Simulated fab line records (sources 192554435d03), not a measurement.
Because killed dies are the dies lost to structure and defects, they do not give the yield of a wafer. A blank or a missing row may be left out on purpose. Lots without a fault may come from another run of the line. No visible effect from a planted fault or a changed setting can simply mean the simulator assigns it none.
Problem report, 8D (eight disciplines) form, completed by code -- flow n5Finfet -- the parts of the form that need people (team, actions taken, sign-off) are left out

1. WHAT WENT WRONG
COMB_M6_max_site at N5_BEOL_M15_RC_MEAS_101 reads a mean of 1.4e-10 S/m on 2 wafers of 2 lots; wafers without a fault read 3.5e-11 S/m with a standard deviation of 8e-12. Relative to the usual mean, that is a shift of +13 standard deviations.
Seen first at day 23 08:51 on prober-02, wafer L482.6. The record has a number at this step for 19 wafers belonging to 7 lots. Rule for "out", or "out of limits": more than 4 standard deviations from the usual mean. The other wafers with a number count as sound.

2. WHAT IT IS, AND WHAT IT ISN'T
question,is,is not
which readings at this step,"COMB_M6_max_site, COMB_M6","COMB_M10, COMB_M11, COMB_M12, COMB_M13, COMB_M14, COMB_M5, COMB_M7, COMB_M8, COMB_M9, SERP_M10, SERP_M11, SERP_M12, SERP_M13, SERP_M14, SERP_M5, SERP_M6, SERP_M7, SERP_M8, SERP_M9"
which lots,"L480, L482","L465, L466, L469, L473, L474"
which wafers of those lots,"L480.2, L482.6","L480.3, L482.5"
read on which gauges,"prober-01, prober-02",-
when,from day 23 08:51,up to then (16 sound wafers); but 1 sound wafer of L480 came after

3. THE SUSPECTS, EACH WITH WHAT RULES IT OUT
Counting: a tool at a process step up to the reading stays a suspect if it ran every lot that is out. Sound lots after the first of them don't rule it out here, since some wafers of a struck lot are sound.
- ruled out: the gauge at N5_BEOL_M15_RC_MEAS_101. Those wafers that are out were read across 2 gauges (prober-01, prober-02).
- rieDiel-03 at N5_BEOL_M6_STRIP_36 (strips in N2/H2): kept. It ran every lot that is out, first L480 (day 20 00:23); its last sound lot up to then is L473 (day 18 17:11).
- aldMetal-01 at N5_BEOL_M6_ALD_77 (deposits TaN, target thk 2 nm, pulse time 2 s, purge time 3 s): kept. It ran every lot that is out, first L480 (day 20 01:17); its last sound lot up to then is L473 (day 18 18:21).
- pvdSputter-02 at N5_BEOL_M6_SURFACE_TREAT_79: kept. It ran every lot that is out, first L480 (day 20 01:43).
- In aldMetal-01 at N5_BEOL_M6_ALD_77, the wafers that are out were processed in chamber 2 and their sound lot-mates in chambers 1, 3.
rieDiel-03 at N5_BEOL_M6_STRIP_36, aldMetal-01 at N5_BEOL_M6_ALD_77 and pvdSputter-02 at N5_BEOL_M6_SURFACE_TREAT_79 are what is left after counting.

4. THE CAUSE (what the simulator had put in)
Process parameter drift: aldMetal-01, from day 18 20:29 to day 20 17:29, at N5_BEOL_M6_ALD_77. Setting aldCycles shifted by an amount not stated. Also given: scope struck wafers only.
Counting leaves 3 suspects; this tool is one of them.

5. THE EFFECT CHAIN, in route order
Each row: a reading where the mean over the struck wafers with a number is more than 3 standard deviations away from the usual. Scope: only readings with a usual standard deviation given in the record; hours: median across lots of the time from each lot's start at the first step in this table that gives one to its start at this step; sigmas: change in usual standard deviations.
hours,step,reading,usual,on struck wafers,change,sigmas
0,N5_BEOL_M15_RC_MEAS_101,COMB_M6,2.4e-11 S/m,7.4e-11,+5.0e-11,+9.8
0,N5_BEOL_M15_RC_MEAS_101,COMB_M6_max_site,3.5e-11 S/m,1.4e-10,+1.0e-10,+13

6. HOW IT WOULD HAVE BEEN CAUGHT EARLIER
Counted from the fault's start at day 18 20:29, it took 108 hours until the first out-of-limits reading at a measuring or inspecting step in this record, taken at day 23 08:51.
An alarm limit of 4 standard deviations would not have fired on the tool readings at N5_BEOL_M6_ALD_77 for which the record gives a usual standard deviation, since none of them was out on any struck wafer.
The start of N5_BEOL_M6_ALD_77 on aldMetal-01 came by day 23 08:51 for every one of the lots that are out (2). Holding the tool at that point would not have protected any of them.
